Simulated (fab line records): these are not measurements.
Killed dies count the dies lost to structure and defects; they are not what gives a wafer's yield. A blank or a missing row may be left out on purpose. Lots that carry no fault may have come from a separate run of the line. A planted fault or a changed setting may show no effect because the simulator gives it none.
Which tool is to blame? || flow n5 finfet || 72 wafers from 24 lots sampled at 5 of the route's 1938 steps

== WHAT THE GAUGES SHOWED, per wafer ==
N5_BEOL_M4_OVL_MEAS_12. Usual: M4_OVL gives 0.0 nm (standard deviation 0.62).
{"lot": "L074", "measured": "day 7 19:23", "on": "overlay-01", "M4_OVL (nm)": "1.5 0.5 0.3", "flag": ""}
{"lot": "L075", "measured": "day 7 23:00", "on": "overlay-01", "M4_OVL (nm)": "-0.5 -0.2 0.2", "flag": ""}
{"lot": "L077", "measured": "day 9 18:37", "on": "overlay-01", "M4_OVL (nm)": "-0.2 -0.4 -0.4", "flag": ""}
{"lot": "L078", "measured": "day 10 05:40", "on": "overlay-01", "M4_OVL (nm)": "0.2 0.2 0.3", "flag": ""}
{"lot": "L076", "measured": "day 10 15:35", "on": "overlay-01", "M4_OVL (nm)": "-1.0 -0.2 0.4", "flag": ""}
{"lot": "L083", "measured": "day 10 16:44", "on": "overlay-01", "M4_OVL (nm)": "0.3 0.4 1.6", "flag": ""}
{"lot": "L081", "measured": "day 10 20:19", "on": "overlay-01", "M4_OVL (nm)": "-0.5 0.1 0.3", "flag": ""}
{"lot": "L080", "measured": "day 10 20:34", "on": "overlay-02", "M4_OVL (nm)": "1.1 0.6 1.3", "flag": ""}
{"lot": "L079", "measured": "day 10 23:05", "on": "overlay-01", "M4_OVL (nm)": "0.2 -0.6 -0.8", "flag": ""}
{"lot": "L082", "measured": "day 11 08:34", "on": "overlay-02", "M4_OVL (nm)": "1.2 0.5 0.5", "flag": ""}
{"lot": "L084", "measured": "day 11 12:15", "on": "overlay-02", "M4_OVL (nm)": "0.3 0.2 0.1", "flag": ""}
{"lot": "L085", "measured": "day 11 15:56", "on": "overlay-01", "M4_OVL (nm)": "0.2 0.0 -0.1", "flag": ""}
{"lot": "L088", "measured": "day 11 19:10", "on": "overlay-01", "M4_OVL (nm)": "0.1 -0.8 -0.7", "flag": ""}
{"lot": "L086", "measured": "day 11 22:50", "on": "overlay-01", "M4_OVL (nm)": "-1.3 0.0 -0.5", "flag": ""}
{"lot": "L087", "measured": "day 12 04:38", "on": "overlay-01", "M4_OVL (nm)": "0.2 0.5 -0.1", "flag": ""}
{"lot": "L091", "measured": "day 12 17:23", "on": "overlay-01", "M4_OVL (nm)": "-0.3 0.0 0.0", "flag": ""}
{"lot": "L089", "measured": "day 13 00:40", "on": "overlay-01", "M4_OVL (nm)": "-0.8 -0.2 0.4", "flag": ""}
{"lot": "L093", "measured": "day 13 12:18", "on": "overlay-02", "M4_OVL (nm)": "-0.1 0.5 0.1", "flag": ""}
{"lot": "L090", "measured": "day 13 15:59", "on": "overlay-01", "M4_OVL (nm)": "-0.2 0.6 -0.5", "flag": ""}
{"lot": "L092", "measured": "day 13 19:23", "on": "overlay-01", "M4_OVL (nm)": "-0.2 -0.4 -0.5", "flag": ""}
{"lot": "L094", "measured": "day 13 19:40", "on": "overlay-02", "M4_OVL (nm)": "-0.6 -0.4 -0.2", "flag": ""}
{"lot": "L095", "measured": "day 13 21:07", "on": "overlay-02", "M4_OVL (nm)": "-1.0 -0.5 0.3", "flag": ""}
{"lot": "L096", "measured": "day 14 01:56", "on": "overlay-01", "M4_OVL (nm)": "-0.1 -1.3 -0.9", "flag": ""}
{"lot": "L097", "measured": "day 14 05:14", "on": "overlay-02", "M4_OVL (nm)": "0.3 0.5 0.6", "flag": ""}

== WHAT TOOL EACH LOT RAN ON (gives the tool, then ch and the chambers of the sampled wafers, and finally the start) ==
{"lot": "L074", "N5_BEOL_M3_ALD_84": "ald metal-04 ch 1,2,3, day 7 13:37", "N5_BEOL_M3_ANNEAL_49": "pvd sputter-01, day 7 14:08", "N5_BEOL_M3_ANNEAL_51": "rtp anneal-02 ch 0, day 7 16:09", "N5_BEOL_M4_ILD_DEP_00": "pecvd-04 ch 0,1,2, day 7 17:02"}
{"lot": "L075", "N5_BEOL_M3_ALD_84": "ald metal-03 ch 0,2, day 7 18:52", "N5_BEOL_M3_ANNEAL_49": "pvd sputter-02, day 7 19:28", "N5_BEOL_M3_ANNEAL_51": "rtp anneal-01 ch 0, day 7 21:26", "N5_BEOL_M4_ILD_DEP_00": "pecvd-02 ch 0,2, day 7 22:18"}
{"lot": "L077", "N5_BEOL_M3_ALD_84": "ald metal-04 ch 2,3, day 9 13:11", "N5_BEOL_M3_ANNEAL_49": "pvd sputter-03, day 9 13:48", "N5_BEOL_M3_ANNEAL_51": "rtp anneal-01 ch 0, day 9 15:40", "N5_BEOL_M4_ILD_DEP_00": "pecvd-04 ch 0,1,2, day 9 16:35"}
{"lot": "L078", "N5_BEOL_M3_ALD_84": "ald metal-02 ch 2,3, day 10 00:52", "N5_BEOL_M3_ANNEAL_49": "pvd sputter-01, day 10 01:28", "N5_BEOL_M3_ANNEAL_51": "rtp anneal-02 ch 0, day 10 03:32", "N5_BEOL_M4_ILD_DEP_00": "pecvd-01 ch 1,2, day 10 04:24"}
{"lot": "L076", "N5_BEOL_M3_ALD_84": "ald metal-04 ch 1,2, day 10 08:42", "N5_BEOL_M3_ANNEAL_49": "pvd sputter-01, day 10 09:39", "N5_BEOL_M3_ANNEAL_51": "rtp anneal-01 ch 0, day 10 11:36", "N5_BEOL_M4_ILD_DEP_00": "pecvd-02 ch 0,1, day 10 12:54"}
{"lot": "L083", "N5_BEOL_M3_ALD_84": "ald metal-04 ch 0,3, day 10 11:49", "N5_BEOL_M3_ANNEAL_49": "pvd sputter-03, day 10 12:29", "N5_BEOL_M3_ANNEAL_51": "rtp anneal-01 ch 0, day 10 14:27", "N5_BEOL_M4_ILD_DEP_00": "pecvd-02 ch 0,2, day 10 15:31"}
{"lot": "L081", "N5_BEOL_M3_ALD_84": "ald metal-04 ch 0,2,3, day 10 16:01", "N5_BEOL_M3_ANNEAL_49": "pvd sputter-03, day 10 16:37", "N5_BEOL_M3_ANNEAL_51": "rtp anneal-01 ch 0, day 10 18:30", "N5_BEOL_M4_ILD_DEP_00": "pecvd-04 ch 1,2, day 10 19:25"}
{"lot": "L080", "N5_BEOL_M3_ALD_84": "ald metal-03 ch 1,2,3, day 10 16:23", "N5_BEOL_M3_ANNEAL_49": "pvd sputter-01, day 10 17:03", "N5_BEOL_M3_ANNEAL_51": "rtp anneal-02 ch 0, day 10 18:55", "N5_BEOL_M4_ILD_DEP_00": "pecvd-04 ch 0,1, day 10 19:50"}
{"lot": "L079", "N5_BEOL_M3_ALD_84": "ald metal-03 ch 0,1,3, day 10 16:59", "N5_BEOL_M3_ANNEAL_49": "pvd sputter-03, day 10 18:50", "N5_BEOL_M3_ANNEAL_51": "rtp anneal-01 ch 0, day 10 20:43", "N5_BEOL_M4_ILD_DEP_00": "pecvd-04 ch 0,1,2, day 10 21:38"}
{"lot": "L082", "N5_BEOL_M3_ALD_84": "ald metal-04 ch 1,2,3, day 11 02:14", "N5_BEOL_M3_ANNEAL_49": "pvd sputter-01, day 11 02:56", "N5_BEOL_M3_ANNEAL_51": "rtp anneal-02 ch 0, day 11 04:49", "N5_BEOL_M4_ILD_DEP_00": "pecvd-01 ch 0,1,2, day 11 05:49"}
{"lot": "L084", "N5_BEOL_M3_ALD_84": "ald metal-03 ch 1,3, day 11 05:26", "N5_BEOL_M3_ANNEAL_49": "pvd sputter-01, day 11 06:00", "N5_BEOL_M3_ANNEAL_51": "rtp anneal-02 ch 0, day 11 07:55", "N5_BEOL_M4_ILD_DEP_00": "pecvd-04 ch 0,1, day 11 08:47"}
{"lot": "L085", "N5_BEOL_M3_ALD_84": "ald metal-03 ch 2,3, day 11 08:24", "N5_BEOL_M3_ANNEAL_49": "pvd sputter-03, day 11 10:43", "N5_BEOL_M3_ANNEAL_51": "rtp anneal-01 ch 0, day 11 12:41", "N5_BEOL_M4_ILD_DEP_00": "pecvd-04 ch 0,1, day 11 13:31"}
{"lot": "L088", "N5_BEOL_M3_ALD_84": "ald metal-03 ch 0,2,3, day 11 13:32", "N5_BEOL_M3_ANNEAL_49": "pvd sputter-02, day 11 14:51", "N5_BEOL_M3_ANNEAL_51": "rtp anneal-02 ch 0, day 11 16:55", "N5_BEOL_M4_ILD_DEP_00": "pecvd-01 ch 0,1, day 11 17:50"}
{"lot": "L086", "N5_BEOL_M3_ALD_84": "ald metal-04 ch 0,1,3, day 11 15:49", "N5_BEOL_M3_ANNEAL_49": "pvd sputter-03, day 11 16:37", "N5_BEOL_M3_ANNEAL_51": "rtp anneal-01 ch 0, day 11 18:30", "N5_BEOL_M4_ILD_DEP_00": "pecvd-01 ch 0,1, day 11 19:25"}
{"lot": "L087", "N5_BEOL_M3_ALD_84": "ald metal-04 ch 0,1,3, day 11 23:19", "N5_BEOL_M3_ANNEAL_49": "pvd sputter-02, day 12 00:25", "N5_BEOL_M3_ANNEAL_51": "rtp anneal-01 ch 0, day 12 02:34", "N5_BEOL_M4_ILD_DEP_00": "pecvd-04 ch 0,1, day 12 03:21"}
{"lot": "L091", "N5_BEOL_M3_ALD_84": "ald metal-03 ch 0,3, day 12 12:21", "N5_BEOL_M3_ANNEAL_49": "pvd sputter-03, day 12 13:05", "N5_BEOL_M3_ANNEAL_51": "rtp anneal-02 ch 0, day 12 14:58", "N5_BEOL_M4_ILD_DEP_00": "pecvd-04 ch 0,1,2, day 12 15:53"}
{"lot": "L089", "N5_BEOL_M3_ALD_84": "ald metal-03 ch 0,2, day 12 17:19", "N5_BEOL_M3_ANNEAL_49": "pvd sputter-03, day 12 19:29", "N5_BEOL_M3_ANNEAL_51": "rtp anneal-02 ch 0, day 12 21:21", "N5_BEOL_M4_ILD_DEP_00": "pecvd-02 ch 0,1, day 12 22:18"}
{"lot": "L093", "N5_BEOL_M3_ALD_84": "ald metal-04 ch 1,2, day 13 07:04", "N5_BEOL_M3_ANNEAL_49": "pvd sputter-02, day 13 08:04", "N5_BEOL_M3_ANNEAL_51": "rtp anneal-02 ch 0, day 13 10:03", "N5_BEOL_M4_ILD_DEP_00": "pecvd-04 ch 0,2, day 13 10:58"}
{"lot": "L090", "N5_BEOL_M3_ALD_84": "ald metal-04 ch 0,2,3, day 13 10:13", "N5_BEOL_M3_ANNEAL_49": "pvd sputter-02, day 13 10:44", "N5_BEOL_M3_ANNEAL_51": "rtp anneal-02 ch 0, day 13 12:55", "N5_BEOL_M4_ILD_DEP_00": "pecvd-04 ch 0,1,2, day 13 13:50"}
{"lot": "L092", "N5_BEOL_M3_ALD_84": "ald metal-04 ch 0,2,3, day 13 12:43", "N5_BEOL_M3_ANNEAL_49": "pvd sputter-01, day 13 13:29", "N5_BEOL_M3_ANNEAL_51": "rtp anneal-02 ch 0, day 13 15:28", "N5_BEOL_M4_ILD_DEP_00": "pecvd-04 ch 1,2, day 13 16:18"}
{"lot": "L094", "N5_BEOL_M3_ALD_84": "ald metal-03 ch 1,2, day 13 12:49", "N5_BEOL_M3_ANNEAL_49": "pvd sputter-02, day 13 15:07", "N5_BEOL_M3_ANNEAL_51": "rtp anneal-01 ch 0, day 13 17:25", "N5_BEOL_M4_ILD_DEP_00": "pecvd-02 ch 1,2, day 13 18:22"}
{"lot": "L095", "N5_BEOL_M3_ALD_84": "ald metal-03 ch 0,2,3, day 13 15:58", "N5_BEOL_M3_ANNEAL_49": "pvd sputter-01, day 13 16:56", "N5_BEOL_M3_ANNEAL_51": "rtp anneal-01 ch 0, day 13 18:49", "N5_BEOL_M4_ILD_DEP_00": "pecvd-04 ch 1,2, day 13 19:44"}
{"lot": "L096", "N5_BEOL_M3_ALD_84": "ald metal-03 ch 1,2,3, day 13 21:07", "N5_BEOL_M3_ANNEAL_49": "pvd sputter-02, day 13 22:01", "N5_BEOL_M3_ANNEAL_51": "rtp anneal-01 ch 0, day 13 23:59", "N5_BEOL_M4_ILD_DEP_00": "pecvd-04 ch 0,1,2, day 14 00:49"}
{"lot": "L097", "N5_BEOL_M3_ALD_84": "ald metal-04 ch 0,1,2, day 13 23:17", "N5_BEOL_M3_ANNEAL_49": "pvd sputter-03, day 13 23:52", "N5_BEOL_M3_ANNEAL_51": "rtp anneal-01 ch 0, day 14 01:44", "N5_BEOL_M4_ILD_DEP_00": "pecvd-01 ch 0,1,2, day 14 02:40"}
- N5_BEOL_M3_ALD_84: deposits TaN, pulse time 2 s, purge time 3 s, co reactant purge time 2 s.
- N5_BEOL_M3_ANNEAL_49: time 240 s.
- N5_BEOL_M3_ANNEAL_51: time 90 s.
- N5_BEOL_M4_ILD_DEP_00: deposits SiOC from DEMS/O2, target thk 79 nm, time 15.3 s.

== WHAT THE TOOLS THEMSELVES READ (means of the sampled wafers that have a number; where no wafer has one, the mark that the record gives instead) ==
N5_BEOL_M3_ALD_84. Usual: 406 W for heater power w, sd 29.
{"lot": "L074", "tool": "ald metal-04", "heater power w (W)": 394, "flag": ""}
{"lot": "L075", "tool": "ald metal-03", "heater power w (W)": 410, "flag": ""}
{"lot": "L077", "tool": "ald metal-04", "heater power w (W)": 429, "flag": ""}
{"lot": "L078", "tool": "ald metal-02", "heater power w (W)": 404, "flag": ""}
{"lot": "L076", "tool": "ald metal-04", "heater power w (W)": 394, "flag": ""}
{"lot": "L083", "tool": "ald metal-04", "heater power w (W)": 416, "flag": ""}
{"lot": "L081", "tool": "ald metal-04", "heater power w (W)": 408, "flag": ""}
{"lot": "L080", "tool": "ald metal-03", "heater power w (W)": 409, "flag": ""}
{"lot": "L079", "tool": "ald metal-03", "heater power w (W)": 422, "flag": ""}
{"lot": "L082", "tool": "ald metal-04", "heater power w (W)": 401, "flag": ""}
{"lot": "L084", "tool": "ald metal-03", "heater power w (W)": 430, "flag": ""}
{"lot": "L085", "tool": "ald metal-03", "heater power w (W)": 376, "flag": ""}
{"lot": "L088", "tool": "ald metal-03", "heater power w (W)": 403, "flag": ""}
{"lot": "L086", "tool": "ald metal-04", "heater power w (W)": 399, "flag": ""}
{"lot": "L087", "tool": "ald metal-04", "heater power w (W)": 396, "flag": ""}
{"lot": "L091", "tool": "ald metal-03", "heater power w (W)": 386, "flag": ""}
{"lot": "L089", "tool": "ald metal-03", "heater power w (W)": 411, "flag": ""}
{"lot": "L093", "tool": "ald metal-04", "heater power w (W)": 371, "flag": ""}
{"lot": "L090", "tool": "ald metal-04", "heater power w (W)": 415, "flag": ""}
{"lot": "L092", "tool": "ald metal-04", "heater power w (W)": 416, "flag": ""}
{"lot": "L094", "tool": "ald metal-03", "heater power w (W)": 419, "flag": ""}
{"lot": "L095", "tool": "ald metal-03", "heater power w (W)": 404, "flag": ""}
{"lot": "L096", "tool": "ald metal-03", "heater power w (W)": 411, "flag": ""}
{"lot": "L097", "tool": "ald metal-04", "heater power w (W)": 392, "flag": ""}

N5_BEOL_M3_ANNEAL_49. Usual: 861 W for heater power w, sd 87.
{"lot": "L074", "tool": "pvd sputter-01", "heater power w (W)": 942, "flag": ""}
{"lot": "L075", "tool": "pvd sputter-02", "heater power w (W)": 870, "flag": ""}
{"lot": "L077", "tool": "pvd sputter-03", "heater power w (W)": 860, "flag": ""}
{"lot": "L078", "tool": "pvd sputter-01", "heater power w (W)": 936, "flag": ""}
{"lot": "L076", "tool": "pvd sputter-01", "heater power w (W)": 926, "flag": ""}
{"lot": "L083", "tool": "pvd sputter-03", "heater power w (W)": 837, "flag": ""}
{"lot": "L081", "tool": "pvd sputter-03", "heater power w (W)": 829, "flag": ""}
{"lot": "L080", "tool": "pvd sputter-01", "heater power w (W)": 937, "flag": ""}
{"lot": "L079", "tool": "pvd sputter-03", "heater power w (W)": 837, "flag": ""}
{"lot": "L082", "tool": "pvd sputter-01", "heater power w (W)": 883, "flag": ""}
{"lot": "L084", "tool": "pvd sputter-01", "heater power w (W)": 852, "flag": ""}
{"lot": "L085", "tool": "pvd sputter-03", "heater power w (W)": 868, "flag": ""}
{"lot": "L088", "tool": "pvd sputter-02", "heater power w (W)": 845, "flag": ""}
{"lot": "L086", "tool": "pvd sputter-03", "heater power w (W)": 867, "flag": ""}
{"lot": "L087", "tool": "pvd sputter-02", "heater power w (W)": 838, "flag": ""}
{"lot": "L091", "tool": "pvd sputter-03", "heater power w (W)": 844, "flag": ""}
{"lot": "L089", "tool": "pvd sputter-03", "heater power w (W)": 872, "flag": ""}
{"lot": "L093", "tool": "pvd sputter-02", "heater power w (W)": 812, "flag": ""}
{"lot": "L090", "tool": "pvd sputter-02", "heater power w (W)": 834, "flag": ""}
{"lot": "L092", "tool": "pvd sputter-01", "heater power w (W)": 915, "flag": ""}
{"lot": "L094", "tool": "pvd sputter-02", "heater power w (W)": 779, "flag": ""}
{"lot": "L095", "tool": "pvd sputter-01", "heater power w (W)": 949, "flag": ""}
{"lot": "L096", "tool": "pvd sputter-02", "heater power w (W)": 813, "flag": ""}
{"lot": "L097", "tool": "pvd sputter-03", "heater power w (W)": 871, "flag": ""}

N5_BEOL_M3_ANNEAL_51. Usual: 226.4 for wafer_temp_C_max, sd 0.3.
{"lot": "L074", "tool": "rtp anneal-02", "wafer_temp_C_max": 226.3, "flag": ""}
{"lot": "L075", "tool": "rtp anneal-01", "wafer_temp_C_max": 226.2, "flag": ""}
{"lot": "L077", "tool": "rtp anneal-01", "wafer_temp_C_max": 225.9, "flag": ""}
{"lot": "L078", "tool": "rtp anneal-02", "wafer_temp_C_max": 226.6, "flag": ""}
{"lot": "L076", "tool": "rtp anneal-01", "wafer_temp_C_max": 226.3, "flag": ""}
{"lot": "L083", "tool": "rtp anneal-01", "wafer_temp_C_max": 226.4, "flag": ""}
{"lot": "L081", "tool": "rtp anneal-01", "wafer_temp_C_max": 226.2, "flag": ""}
{"lot": "L080", "tool": "rtp anneal-02", "wafer_temp_C_max": 226.7, "flag": ""}
{"lot": "L079", "tool": "rtp anneal-01", "wafer_temp_C_max": 226.4, "flag": ""}
{"lot": "L082", "tool": "rtp anneal-02", "wafer_temp_C_max": 226.3, "flag": ""}
{"lot": "L084", "tool": "rtp anneal-02", "wafer_temp_C_max": 226.6, "flag": ""}
{"lot": "L085", "tool": "rtp anneal-01", "wafer_temp_C_max": 226.3, "flag": ""}
{"lot": "L088", "tool": "rtp anneal-02", "wafer_temp_C_max": 226.5, "flag": ""}
{"lot": "L086", "tool": "rtp anneal-01", "wafer_temp_C_max": 226.4, "flag": ""}
{"lot": "L087", "tool": "rtp anneal-01", "wafer_temp_C_max": 226.2, "flag": ""}
{"lot": "L091", "tool": "rtp anneal-02", "wafer_temp_C_max": 226.2, "flag": ""}
{"lot": "L089", "tool": "rtp anneal-02", "wafer_temp_C_max": 226.4, "flag": ""}
{"lot": "L093", "tool": "rtp anneal-02", "wafer_temp_C_max": 226.8, "flag": ""}
{"lot": "L090", "tool": "rtp anneal-02", "wafer_temp_C_max": 226.7, "flag": ""}
{"lot": "L092", "tool": "rtp anneal-02", "wafer_temp_C_max": 226.4, "flag": ""}
{"lot": "L094", "tool": "rtp anneal-01", "wafer_temp_C_max": 226.3, "flag": ""}
{"lot": "L095", "tool": "rtp anneal-01", "wafer_temp_C_max": 226.0, "flag": ""}
{"lot": "L096", "tool": "rtp anneal-01", "wafer_temp_C_max": 226.2, "flag": ""}
{"lot": "L097", "tool": "rtp anneal-01", "wafer_temp_C_max": 226.4, "flag": ""}

N5_BEOL_M4_ILD_DEP_00. Usual: heater power w 533 W, standard deviation 80; showerhead plenum p Torr 5.693 Torr, standard deviation 0.015; throttle valve pct 12.1 %, standard deviation 0.79.
{"lot": "L074", "tool": "pecvd-04", "heater power w (W)": 568, "showerhead plenum p Torr (Torr)": 5.692, "throttle valve pct (%)": 11.9, "flag": ""}
{"lot": "L075", "tool": "pecvd-02", "heater power w (W)": 484, "showerhead plenum p Torr (Torr)": 5.710, "throttle valve pct (%)": 12.1, "flag": ""}
{"lot": "L077", "tool": "pecvd-04", "heater power w (W)": 520, "showerhead plenum p Torr (Torr)": 5.686, "throttle valve pct (%)": 12.0, "flag": ""}
{"lot": "L078", "tool": "pecvd-01", "heater power w (W)": 619, "showerhead plenum p Torr (Torr)": 5.704, "throttle valve pct (%)": 12.6, "flag": ""}
{"lot": "L076", "tool": "pecvd-02", "heater power w (W)": 483, "showerhead plenum p Torr (Torr)": 5.701, "throttle valve pct (%)": 12.2, "flag": ""}
{"lot": "L083", "tool": "pecvd-02", "heater power w (W)": 537, "showerhead plenum p Torr (Torr)": 5.694, "throttle valve pct (%)": 11.5, "flag": ""}
{"lot": "L081", "tool": "pecvd-04", "heater power w (W)": 513, "showerhead plenum p Torr (Torr)": 5.702, "throttle valve pct (%)": 12.5, "flag": ""}
{"lot": "L080", "tool": "pecvd-04", "heater power w (W)": 499, "showerhead plenum p Torr (Torr)": 5.683, "throttle valve pct (%)": 12.0, "flag": ""}
{"lot": "L079", "tool": "pecvd-04", "heater power w (W)": 523, "showerhead plenum p Torr (Torr)": 5.689, "throttle valve pct (%)": 11.9, "flag": ""}
{"lot": "L082", "tool": "pecvd-01", "heater power w (W)": 594, "showerhead plenum p Torr (Torr)": 5.697, "throttle valve pct (%)": 12.4, "flag": ""}
{"lot": "L084", "tool": "pecvd-04", "heater power w (W)": 543, "showerhead plenum p Torr (Torr)": 5.691, "throttle valve pct (%)": 12.1, "flag": ""}
{"lot": "L085", "tool": "pecvd-04", "heater power w (W)": 514, "showerhead plenum p Torr (Torr)": 5.672, "throttle valve pct (%)": 12.2, "flag": ""}
{"lot": "L088", "tool": "pecvd-01", "heater power w (W)": 596, "showerhead plenum p Torr (Torr)": 5.690, "throttle valve pct (%)": 13.0, "flag": ""}
{"lot": "L086", "tool": "pecvd-01", "heater power w (W)": 637, "showerhead plenum p Torr (Torr)": 5.699, "throttle valve pct (%)": 12.9, "flag": ""}
{"lot": "L087", "tool": "pecvd-04", "heater power w (W)": 515, "showerhead plenum p Torr (Torr)": 5.689, "throttle valve pct (%)": 12.2, "flag": ""}
{"lot": "L091", "tool": "pecvd-04", "heater power w (W)": 540, "showerhead plenum p Torr (Torr)": 5.690, "throttle valve pct (%)": 12.0, "flag": ""}
{"lot": "L089", "tool": "pecvd-02", "heater power w (W)": 508, "showerhead plenum p Torr (Torr)": 5.704, "throttle valve pct (%)": 12.1, "flag": ""}
{"lot": "L093", "tool": "pecvd-04", "heater power w (W)": 561, "showerhead plenum p Torr (Torr)": 5.681, "throttle valve pct (%)": 11.2, "flag": ""}
{"lot": "L090", "tool": "pecvd-04", "heater power w (W)": 517, "showerhead plenum p Torr (Torr)": 5.688, "throttle valve pct (%)": 12.0, "flag": ""}
{"lot": "L092", "tool": "pecvd-04", "heater power w (W)": 511, "showerhead plenum p Torr (Torr)": 5.702, "throttle valve pct (%)": 12.4, "flag": ""}
{"lot": "L094", "tool": "pecvd-02", "heater power w (W)": 422, "showerhead plenum p Torr (Torr)": 5.699, "throttle valve pct (%)": 12.4, "flag": ""}
{"lot": "L095", "tool": "pecvd-04", "heater power w (W)": 518, "showerhead plenum p Torr (Torr)": 5.699, "throttle valve pct (%)": 12.4, "flag": ""}
{"lot": "L096", "tool": "pecvd-04", "heater power w (W)": 542, "showerhead plenum p Torr (Torr)": 5.690, "throttle valve pct (%)": 11.8, "flag": ""}
{"lot": "L097", "tool": "pecvd-01", "heater power w (W)": 602, "showerhead plenum p Torr (Torr)": 5.703, "throttle valve pct (%)": 12.6, "flag": ""}

== THE ANSWER, worked out from the rows above alone ==
Rule: a lot is off if the mean of its wafers that have a number lies more than 3 standard deviations from the usual mean. Also off: a lot with no number at a reading for which 4 or more lots have one. Where the step has rows for the other lots, those lots are counted as sound. First the gauges in route order, then the tools' own readings, where a lot's mean is used as printed above. At the first step where some lot is off, the reading lying furthest off is the one used; lots without a number count as furthest.
Across all readings shown, no lot is off: no conclusion can be drawn from this.

== WHAT THE SIMULATOR HAD INSERTED ==
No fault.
